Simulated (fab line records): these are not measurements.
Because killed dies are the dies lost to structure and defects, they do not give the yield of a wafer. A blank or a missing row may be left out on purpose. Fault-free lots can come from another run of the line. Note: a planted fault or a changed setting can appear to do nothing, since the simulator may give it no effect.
Matching of chambers || flow n5 finfet || N5_BEOL_M13_DEP_53 on pecvd-04 has 3 sister chambers
The step deposits SiCN from 3MS/NH3, target thk 50 nm, time 17.8 s. 6 wafers are shown with their chamber, then 11 later ones without.

== WAFERS, EACH WITH ITS CHAMBER ==
{"wafer": "L086.1", "chamber": 1, "throttle valve pct (%)": 17.6, "showerhead plenum p Torr (Torr)": 4.143}
{"wafer": "L086.4", "chamber": 1, "throttle valve pct (%)": 17.8, "showerhead plenum p Torr (Torr)": 4.158}
{"wafer": "L091.3", "chamber": 2, "throttle valve pct (%)": 16.9, "showerhead plenum p Torr (Torr)": 4.138}
{"wafer": "L091.4", "chamber": 0, "throttle valve pct (%)": 18.9, "showerhead plenum p Torr (Torr)": 4.180}
{"wafer": "L091.6", "chamber": 0, "throttle valve pct (%)": 19.0, "showerhead plenum p Torr (Torr)": 4.160}
{"wafer": "L090.1", "chamber": 2, "throttle valve pct (%)": 16.8, "showerhead plenum p Torr (Torr)": 4.152}

== WAFERS WITH NO CHAMBER GIVEN ==
{"wafer": "L090.3", "throttle valve pct (%)": 19.0, "showerhead plenum p Torr (Torr)": 4.157}
{"wafer": "L090.5", "throttle valve pct (%)": 16.7, "showerhead plenum p Torr (Torr)": 4.140}
{"wafer": "L093.3", "throttle valve pct (%)": 17.6, "showerhead plenum p Torr (Torr)": 4.147}
{"wafer": "L093.4", "throttle valve pct (%)": 19.0, "showerhead plenum p Torr (Torr)": 4.159}
{"wafer": "L093.6", "throttle valve pct (%)": 16.6, "showerhead plenum p Torr (Torr)": 4.145}
{"wafer": "L092.3", "throttle valve pct (%)": 19.0, "showerhead plenum p Torr (Torr)": 4.159}
{"wafer": "L092.4", "throttle valve pct (%)": 19.1, "showerhead plenum p Torr (Torr)": 4.155}
{"wafer": "L092.6", "throttle valve pct (%)": 17.4, "showerhead plenum p Torr (Torr)": 4.153}
{"wafer": "L096.1", "throttle valve pct (%)": 16.9, "showerhead plenum p Torr (Torr)": 4.157}
{"wafer": "L096.5", "throttle valve pct (%)": 18.9, "showerhead plenum p Torr (Torr)": 4.163}
{"wafer": "L096.6", "throttle valve pct (%)": 17.0, "showerhead plenum p Torr (Torr)": 4.153}

== CHAMBER TAKEN BY EACH ==
{"wafer": "L090.3", "from the rows above": 0, "in truth": 0}
{"wafer": "L090.5", "from the rows above": 2, "in truth": 2}
{"wafer": "L093.3", "from the rows above": 1, "in truth": 1}
{"wafer": "L093.4", "from the rows above": 0, "in truth": 0}
{"wafer": "L093.6", "from the rows above": 2, "in truth": 2}
{"wafer": "L092.3", "from the rows above": 0, "in truth": 0}
{"wafer": "L092.4", "from the rows above": 0, "in truth": 0}
{"wafer": "L092.6", "from the rows above": 1, "in truth": 1}
{"wafer": "L096.1", "from the rows above": 2, "in truth": 2}
{"wafer": "L096.5", "from the rows above": 0, "in truth": 0}
{"wafer": "L096.6", "from the rows above": 2, "in truth": 2}
Placed correctly: 11 of 11. Not placeable from these rows: 0. Placed wrongly: 0.
How it was worked out, from the rows above alone: a wafer's distance from a chamber is the root of the sum, over the readings, of the square of ((its reading less the chamber's mean) divided by the reading's scatter). The wafer belongs to the nearest chamber; if the next one is less than 2 further off, it can't be placed. For every chamber, the mean is computed from those of its wafers that are shown. The scatter: take each reading less its chamber's mean, square it, sum over the shown wafers, divide by the number of wafers less the number of chambers, and take the root.
